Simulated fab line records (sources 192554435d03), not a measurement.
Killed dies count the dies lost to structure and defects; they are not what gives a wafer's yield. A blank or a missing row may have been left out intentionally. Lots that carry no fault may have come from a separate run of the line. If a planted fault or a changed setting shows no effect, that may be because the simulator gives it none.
Problem report in the 8D (eight disciplines) form, filled by code ; flow n5-finfet ; the parts of the form that need people (team, actions taken, sign-off) are left out

1. THE ISSUE
N5_GATE_CUT_ETCH_19, etch-rf-on-time-s: mean 55.3 s over 1 wafer from 1 lot; wafers with no fault: 76.7 s, standard deviation 0.95. Relative to the usual mean, that is a shift of -23 standard deviations.
The step: etches SiNx in CH3F/O2, target depth 53.7 nm, time 76.7 s.
Seen first at day 6 05:02 on rie-diel-03, wafer L778.3. Wafers with a number at this step in the record: 26, from 9 lots. The rule behind "out" and "out of limits": a value lying over 4 standard deviations away from the usual mean. All remaining wafers that have a number are taken as sound.

2. WHAT THIS IS AND IS NOT
question;is;is not
which readings at this step;etch-rf-on-time-s;drypump-motor-current-A, mfc-ar-sccm, oes-product-au, rf-vpp-V, showerhead-plenum-p-Torr, throttle-valve-pct
which lots;L778;L772, L774, L787, L789, L790, L791, L792, L794
which wafers of those lots;L778.3;L778.1
read on which tools;rie-diel-03;rie-diel-01, rie-diel-05
when;from day 6 05:02;"up to then (7 sound wafers); but 18 sound wafers of L787, L789, L790, L791, L792, L794 came after"

3. WHAT RULES OUT EACH SUSPECT
Counting: if a tool at a process step up to the reading ran every lot that is out, it stays a suspect. Sound lots after the first of them don't rule it out here, since some wafers of a struck lot are sound.
- rie-diel-03 at N5_GATE_CUT_ETCH_36 (etches SiARC in CF4, target depth 13 nm, time 21.7 s): kept. It processed L778, the lot that is out, at day 6 04:49, and its most recent sound lot before then was L774 at day 5 07:02.
- rie-diel-03 at N5_GATE_CUT_STRIP_42 (strips in O2): kept. It processed L778, the lot that is out, at day 6 05:00, and its most recent sound lot before then was L774 at day 5 07:13.
- rie-diel-03 at N5_GATE_CUT_ETCH_19 (etches SiNx in CH3F/O2, target depth 53.7 nm, time 76.7 s): kept. It processed L778, the lot that is out, at day 6 05:02, and its most recent sound lot before then was L774 at day 5 07:16. Its own readings are out on those wafers: etch-rf-on-time-s.
- At N5_GATE_CUT_ETCH_36 on rie-diel-03, chamber 1 took the sound wafers of the same lots and chamber 2 took the wafers that are out.
- At N5_GATE_CUT_STRIP_42 on rie-diel-03, chamber 1 took the sound wafers of the same lots and chamber 2 took the wafers that are out.
- At N5_GATE_CUT_ETCH_19 on rie-diel-03, chamber 1 took the sound wafers of the same lots and chamber 2 took the wafers that are out.
rie-diel-03 at N5_GATE_CUT_ETCH_36, rie-diel-03 at N5_GATE_CUT_STRIP_42 and rie-diel-03 at N5_GATE_CUT_ETCH_19 are what is left after counting.

4. THE CAUSE (what the simulator had put in)
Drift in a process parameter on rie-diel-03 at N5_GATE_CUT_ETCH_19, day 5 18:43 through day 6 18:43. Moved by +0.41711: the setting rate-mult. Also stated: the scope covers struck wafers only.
After counting, 3 suspects remain, this tool included.

5. SEQUENCE OF EFFECTS, ordered by route
Each row: a reading whose mean over the struck wafers that have a number lies more than 3 standard deviations from the usual. Scope: only readings with a usual standard deviation given in the record; hours: median across lots of the time from each lot's start at the first step in this table that gives one to its start at this step; sigmas: change in usual standard deviations.
hours;step;reading;usual;on struck wafers;change;sigmas
0;N5_GATE_CUT_ETCH_19;etch-rf-on-time-s;76.7 s;55.3;-21.4;-23
It contains these process steps:
- N5_GATE_CUT_ETCH_19: etches SiNx in CH3F/O2, target depth 53.7 nm, time 76.7 s.
Later steps that measure or inspect, where all struck wafers having a row at the step show a number for every such reading and not one has moved that far: N5_BEOL_M4_RC_MEAS_101.

6. HOW IT WOULD HAVE BEEN CAUGHT EARLIER
10 hours passed between the start of the fault at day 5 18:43 and the first reading out of limits in this record, taken at day 6 05:02.
